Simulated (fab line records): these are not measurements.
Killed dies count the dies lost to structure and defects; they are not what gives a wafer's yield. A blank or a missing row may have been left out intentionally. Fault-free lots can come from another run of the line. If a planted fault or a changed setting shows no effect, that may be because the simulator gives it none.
A lot that was struck, set against a sound lot -- flow n5Finfet -- 15 out of 1938 route steps
Sound: these wafers, L358.2, L358.4, L358.5. Struck: wafers L362.3, L362.5 (left out: L362.1, a lot-mate that was not struck); the cause follows at the end.
Each step with rows lists, per side, the tool, then ch with its chambers, then its first start. Under that, the readings that differ: sound wafers -- struck wafers -- difference of the means -- sigmas: that difference in standard deviations of wafers without a fault.
alike: words and numbers the same on both sides, and readings whose means are apart by under 2 such deviations; not compared: readings that were withheld, readings missing a value for some wafer, numbers with overlapping values and no deviation given by the record, and bounds like >300 which may hide the same value.
A row with sigmas, a row that says differs or no value, or rows on one side alone: a step with any of these is where the two part. When numbers do not overlap yet have no deviation, they are printed without sigmas and do not part them. A reading missing from all wafers of one side parts the sides only when that side holds two or more wafers.

N5_MOL_CONTACT_COAG_INSPECT_97: inspects for defects (darkfield).
  sound on defectInspect-02 at day 7 08:29; struck on defectInspect-01 at day 8 09:25
  alike: rawDefectCount
N5_BEOL_M0_SAQP_PECVD_00: deposits SiCN from 3MS/NH3, target thk 8 nm, time 14 s.
  sound on pecvd-04 ch 0,1,2, day 7 08:47; struck on pecvd-02 ch 0, day 8 09:44
  alike: showerheadPlenumPTorr, throttleValvePct
N5_BEOL_M0_SAQP_ILD_DEP_01: deposits SiOC from DEMS/O2, target thk 45.419 nm, time 8.7 s.
  sound on pecvd-04 ch 0,1,2, day 7 08:49; struck on pecvd-02 ch 0, day 8 09:46
  alike: heaterPowerW, showerheadPlenumPTorr, susceptorTempC, throttleValvePct
N5_BEOL_M0_SAQP_HM_DEP_02: deposits TiN, target thk 12 nm.
  sound on pvdSputter-01 at day 7 10:35; struck on pvdSputter-01 at day 8 10:23
  alike: susceptorTempC, throttleValvePct
then, 2 steps without rows for these wafers: N5_BEOL_M0_SAQP_PECVD_03 (deposits SiCN from 3MS/NH3, target thk 12 nm, time 21.1 s); N5_BEOL_M0_SAQP_PECVD_96 (deposits a-Si from SiH4/He, target thk 45 nm, time 45.2 s).
N5_BEOL_M0_SAQP_PECVD_97: deposits SiNx from SiH4/NH3/N2, target thk 23 nm, time 19.9 s.
  sound on pecvd-02 ch 1, day 7 10:50; struck on pecvd-04 ch 0,1, day 8 10:35
reading,sound,struck,difference,sigmas
showerheadPlenumPTorr (Torr),5.25 5.27 5.25,5.10 5.10,-0.16,-3
  alike: heaterPowerW, susceptorTempC, throttleValvePct
then, 1 step without rows for these wafers: N5_BEOL_M0_SAQP_PECVD_04 (deposits a-Si from SiH4/He, target thk 60 nm, time 60.2 s).
N5_BEOL_M0_SAQP_THK_MEAS_05:
  sound on filmMetro-01 at day 7 11:01; struck on filmMetro-01 at day 8 10:43
  alike: thkNm
N5_BEOL_M0_SAQP_HM_DEP_111: deposits SiO2 from SiH4/N2O, target thk 12 nm, time 7.2 s.
  sound on pecvd-04 ch 0,1, day 7 11:03; struck on pecvd-01 ch 0,2, day 8 10:45
reading,sound,struck,difference,sigmas
susceptorTempC (C),399.85 399.88 399.76,400.58 399.92,+0.42,+2
  alike: heaterPowerW, showerheadPlenumPTorr
then, 1 step without rows for these wafers: N5_BEOL_M0_SAQP_COAT_81 (time 60 s, resist thk 100 nm).
N5_BEOL_M0_SAQP_COAT_82: time 60 s, resist thk 30 nm.
  sound on lithoTrack-01 ch 0, day 7 11:08; struck on lithoTrack-01 ch 0, day 8 10:50
reading,sound,struck,difference,sigmas
runLengthS (s),66.36 66.19 66.32,69.32 69.30,+3.02,+18
  alike: heaterPowerTotalW
then, 1 step without rows for these wafers: N5_BEOL_M0_SAQP_COAT_08 (resist thk 90 nm).
-- record jumps: 2 days separate the struck wafers' starts on either side; left off in module BEOL_M0_SAQP, taken up again in module BEOL_M4, whose first shown step is the route's number 1111 --
N5_BEOL_M4_RC_MEAS_101:
  sound on prober-02 ch 0, day 9 15:44; struck on prober-02 ch 0, day 10 15:01
reading,sound,struck,difference,sigmas
DIBL_N (mV/V),32.4 35.0 36.4,39.4 37.9,+4.0,+2
DIBL_P (mV/V),33.5 35.8 37.2,40.8 38.3,+4.0,+2
IOFF_N (nA/um),0.11 0.14 0.16,0.24 0.20,+0.08,+3
IOFF_P (nA/um),0.17 0.20 0.22,0.31 0.25,+0.08,+2
ION_N (uA/um),654 661 660,686 680,+25,+2
SS_P (mV/dec),72.3 73.1 73.6,74.3 74.7,+1.5,+2
VT_N (mV),255 250 248,243 245,-7,-2
  alike: ION_P, SS_N, VT_P
-- a jump in the record: the struck wafers' starts before and after are 4 days apart (it breaks off in module BEOL_M4 and resumes in module PASSIVATION, where the first step shown is number 1936 of the route) --
N5_PASSIVATION_PROBE_49:
  sound on prober-01 at day 14 04:05; struck on prober-01 at day 14 20:40
reading,sound,struck,difference,sigmas
killedOnRim,19 9 18,3 10,-9,-2
  alike: defectLimitedYield, killed_at_M0_to_M3, killed_at_M4_up, killedAtContacts, killedAtFrontEnd, killedAtOther, killedDies, killedOpen, killedShort, sort_bin_4_leakage, sort_bin_5_function, sort_bin_6_memory, sortNPass, sortYieldPct

## WHERE THEY PART
First at N5_BEOL_M0_SAQP_PECVD_97; last, within this record, at N5_PASSIVATION_PROBE_49.

WHY: whatever the simulator had introduced
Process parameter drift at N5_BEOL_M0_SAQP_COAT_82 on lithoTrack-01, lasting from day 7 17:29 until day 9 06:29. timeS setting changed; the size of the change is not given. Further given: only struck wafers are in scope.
